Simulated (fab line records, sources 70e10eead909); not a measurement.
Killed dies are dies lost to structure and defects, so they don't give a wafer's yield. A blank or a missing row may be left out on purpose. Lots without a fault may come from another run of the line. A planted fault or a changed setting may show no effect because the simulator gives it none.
Which tool did it? | flow nand_harc | 13 lots, 39 wafers sampled, at 5 steps of a route of 1302

WHAT THE GAUGES READ, wafer by wafer
NHARC_END_SORT_01. Usual: defect_limited_yield 91.4 %, standard deviation 2.4; killed_at_array 54, standard deviation 17; killed_at_other 0.7, standard deviation 1; killed_at_periphery 3.7, standard deviation 2.9; killed_dies 58, standard deviation 16; killed_open 3.2, standard deviation 1.9; killed_short 2.2, standard deviation 1.5; sort_bin_2_pct 3.1 %, standard deviation 1.1; sort_bin_3_pct 0.6 %, standard deviation 0.33; sort_bin_4_pct 4.9 %, standard deviation 1.4; sort_n_pass 619, standard deviation 16; sort_rim_yield_pct 94 %, standard deviation 3.8; sort_yield_pct 91.4 %, standard deviation 2.4.
lot  | measured     | on        | defect_limited_yield (%) | killed_at_array | killed_at_other | killed_at_periphery | killed_dies | killed_open | killed_short | sort_bin_2_pct (%) | sort_bin_3_pct (%) | sort_bin_4_pct (%) | sort_n_pass | sort_rim_yield_pct (%) | sort_yield_pct (%) | flag
L270 | day 26 16:55 | prober-02 | 91.1 94.4 92.2           | 60 38 53        | 0 0 0           | 0 0 0               | 60 38 53    | 5 1 6       | 5 2 1        | 3.1 2.4 1.6        | 0.7 0.4 0.3        | 5.0 2.8 5.9        | 617 639 624 | 98 98 97               | 91.1 94.4 92.2     |
L269 | day 25 22:12 | prober-01 | 90.0 90.3 91.4           | 63 59 55        | 1 1 0           | 4 6 3               | 68 66 58    | 1 4 1       | 2 1 1        | 3.1 3.8 2.8        | 0.7 1.2 0.9        | 6.2 4.7 4.9        | 609 611 619 | 92 97 98               | 90.0 90.3 91.4     |
L274 | day 27 21:37 | prober-02 | 88.8 87.3 91.1           | 70 81 57        | 2 2 0           | 4 3 3               | 76 86 60    | 1 5 5       | 1 0 0        | 4.6 4.7 3.4        | 1.3 0.9 0.7        | 5.3 7.1 4.7        | 601 591 617 | 97 97 92               | 88.8 87.3 91.1     |
L277 | day 29 03:14 | prober-02 | 96.2                     | 18              | 3               | 5                   | 26          | 4           | 3            | 1.5                | 0.4                | 1.9                | 651         | 94                     | 96.2               |
L279 | day 30 12:35 | prober-01 | 94.1 92.0 88.0           | 33 48 43        | 0 0 0           | 7 6 38              | 40 54 81    | 5 4 8       | 3 6 2        | 1.6 2.4 4.0        | 0.3 0.1 2.7        | 4.0 5.5 5.3        | 637 623 596 | 90 95 77               | 94.1 92.0 88.0     | OFF

WHICH TOOL RAN EACH LOT (tool, then ch and the chambers of the sampled wafers, then the start)
lot  | NHARC_P_M2_PRE_CLEAN_30      | NHARC_THIN_TSV_PRE_CLEAN_50             | NHARC_THIN_TSV_PVD_19                   | NHARC_THIN_TSV_PVD_51
L267 | pvd_sputter-02, day 7 13:53  | pvd_sputter-03, no start                | pvd_sputter-03, no start                | pvd_sputter-03, no start
L268 | pvd_sputter-01, day 7 15:13  | pvd_sputter-01, no start                | pvd_sputter-01, no start                | pvd_sputter-01, no start
L270 | pvd_sputter-02, day 8 11:47  | pvd_sputter-02, day 26 16:55 or earlier | pvd_sputter-02, day 26 16:55 or earlier | pvd_sputter-02, day 26 16:55 or earlier
L269 | pvd_sputter-03, day 8 12:38  | pvd_sputter-02, day 25 22:12 or earlier | pvd_sputter-02, day 25 22:12 or earlier | pvd_sputter-02, day 25 22:12 or earlier
L271 | pvd_sputter-02, day 8 23:01  | pvd_sputter-02, no start                | pvd_sputter-02, no start                | pvd_sputter-02, no start
L272 | pvd_sputter-01, day 9 11:36  | pvd_sputter-01, no start                | pvd_sputter-01, no start                | pvd_sputter-01, no start
L273 | pvd_sputter-02, day 9 17:47  | pvd_sputter-02, no start                | pvd_sputter-02, no start                | pvd_sputter-02, no start
L274 | pvd_sputter-02, day 10 04:08 | pvd_sputter-03, day 27 21:37 or earlier | pvd_sputter-03, day 27 21:37 or earlier | pvd_sputter-03, day 27 21:37 or earlier
L275 | pvd_sputter-03, day 10 15:31 | pvd_sputter-01, no start                | pvd_sputter-01, no start                | pvd_sputter-01, no start
L277 | pvd_sputter-03, day 11 10:02 | pvd_sputter-03, day 29 03:14 or earlier | pvd_sputter-03, day 29 03:14 or earlier | pvd_sputter-03, day 29 03:14 or earlier
L279 | pvd_sputter-03, day 12 11:41 | pvd_sputter-03, day 30 12:35 or earlier | pvd_sputter-03, day 30 12:35 or earlier | pvd_sputter-03, day 30 12:35 or earlier
L286 | pvd_sputter-02, day 15 14:17 | pvd_sputter-03, no start                | pvd_sputter-03, no start                | pvd_sputter-03, no start
L288 | pvd_sputter-02, day 16 04:38 | pvd_sputter-01, no start                | pvd_sputter-01, no start                | pvd_sputter-01, no start
- NHARC_P_M2_PRE_CLEAN_30: time 30 s.
- NHARC_THIN_TSV_PRE_CLEAN_50: time 30 s.
- NHARC_THIN_TSV_PVD_19: deposits TaN, target thk 20 nm.
- NHARC_THIN_TSV_PVD_51: deposits Cu, target thk 100 nm.

WHAT THE TOOLS THEMSELVES READ (means of the sampled wafers that have a number; where no wafer has one, the mark that the record gives instead)
NHARC_P_M2_PRE_CLEAN_30. Usual: heater_power_w 435 W, standard deviation 41.
lot  | tool           | heater_power_w (W) | flag
L267 | pvd_sputter-02 | 497                |
L268 | pvd_sputter-01 | 449                |
L270 | pvd_sputter-02 | 476                |
L269 | pvd_sputter-03 | 387                |
L271 | pvd_sputter-02 | 471                |
L272 | pvd_sputter-01 | 425                |
L273 | pvd_sputter-02 | 476                |
L274 | pvd_sputter-02 | 463                |
L275 | pvd_sputter-03 | 410                |
L277 | pvd_sputter-03 | 402                |
L279 | pvd_sputter-03 | 398                |
L286 | pvd_sputter-02 | 494                |
L288 | pvd_sputter-02 | 442                |

NHARC_THIN_TSV_PRE_CLEAN_50. Usual: heater_power_w 419 W, standard deviation 40.
lot  | tool           | heater_power_w (W) | flag
L267 | pvd_sputter-03 | 394                |
L268 | pvd_sputter-01 | 421                |
L270 | pvd_sputter-02 | 441                |
L269 | pvd_sputter-02 | 464                |
L271 | pvd_sputter-02 | 474                |
L272 | pvd_sputter-01 | 410                |
L273 | pvd_sputter-02 | 412                |
L274 | pvd_sputter-03 | 400                |
L275 | pvd_sputter-01 | 467                |
L277 | pvd_sputter-03 | 388                |
L279 | pvd_sputter-03 | 405                |
L286 | pvd_sputter-03 | 376                |
L288 | pvd_sputter-01 | 442                |

NHARC_THIN_TSV_PVD_19. Usual: throttle_valve_pct 30.4 %, standard deviation 0.87.
lot  | tool           | throttle_valve_pct (%) | flag
L267 | pvd_sputter-03 | 30.8                   |
L268 | pvd_sputter-01 | 30.3                   |
L270 | pvd_sputter-02 | 29.3                   |
L269 | pvd_sputter-02 | 29.2                   |
L271 | pvd_sputter-02 | 29.2                   |
L272 | pvd_sputter-01 | 30.8                   |
L273 | pvd_sputter-02 | 29.1                   |
L274 | pvd_sputter-03 | 31.0                   |
L275 | pvd_sputter-01 | 30.2                   |
L277 | pvd_sputter-03 | 30.6                   |
L279 | pvd_sputter-03 | 30.6                   |
L286 | pvd_sputter-03 | 30.7                   |
L288 | pvd_sputter-01 | 29.9                   |

NHARC_THIN_TSV_PVD_51. Usual: throttle_valve_pct 30.5 %, standard deviation 0.83.
lot  | tool           | throttle_valve_pct (%) | flag
L267 | pvd_sputter-03 | 31.1                   |
L268 | pvd_sputter-01 | 30.4                   |
L270 | pvd_sputter-02 | 29.4                   |
L269 | pvd_sputter-02 | 29.2                   |
L271 | pvd_sputter-02 | 29.2                   |
L272 | pvd_sputter-01 | 30.1                   |
L273 | pvd_sputter-02 | 29.0                   |
L274 | pvd_sputter-03 | 30.8                   |
L275 | pvd_sputter-01 | 30.5                   |
L277 | pvd_sputter-03 | 30.2                   |
L279 | pvd_sputter-03 | 31.3                   |
L286 | pvd_sputter-03 | 31.4                   |
L288 | pvd_sputter-01 | 29.7                   |

THE ANSWER, worked out from the rows above alone
Rule: a lot is off if the mean of its wafers that have a number lies more than 3 standard deviations from the usual mean. A lot without any number at a reading at which 4 lots or more have one is off too. The other lots that the step has rows for count as sound. The gauges are gone through in route order, then the tools' own readings, and for those a lot's mean is taken as printed above. The first step at which some lot is off is used, and at that step the reading that is off furthest; a lot without a number counts as furthest.
Off: L279, at NHARC_END_SORT_01 (killed_at_periphery). Neither off nor sound, because the step has no rows for them: L267, L268, L271, L272, L273, L275, L286, L288.
A tool fits if, at a process step before that reading, it ran every lot that is off, and no sound lot after the first of them. The gauges at NHARC_END_SORT_01 are tried like those tools. NHARC_THIN_TSV_PRE_CLEAN_50 gives no start for some lots, so the hours and the order of its lots are those of NHARC_END_SORT_01. NHARC_THIN_TSV_PVD_19 gives no start for some lots, so the hours and the order of its lots are those of NHARC_END_SORT_01. NHARC_THIN_TSV_PVD_51 gives no start for some lots, so the hours and the order of its lots are those of NHARC_END_SORT_01. Can't be told from this: 2 tools fit, pvd_sputter-03 at NHARC_P_M2_PRE_CLEAN_30 and NHARC_THIN_TSV_PRE_CLEAN_50 and NHARC_THIN_TSV_PVD_19 and NHARC_THIN_TSV_PVD_51, prober-01 at NHARC_END_SORT_01.

WHAT THE SIMULATOR HAD PUT IN
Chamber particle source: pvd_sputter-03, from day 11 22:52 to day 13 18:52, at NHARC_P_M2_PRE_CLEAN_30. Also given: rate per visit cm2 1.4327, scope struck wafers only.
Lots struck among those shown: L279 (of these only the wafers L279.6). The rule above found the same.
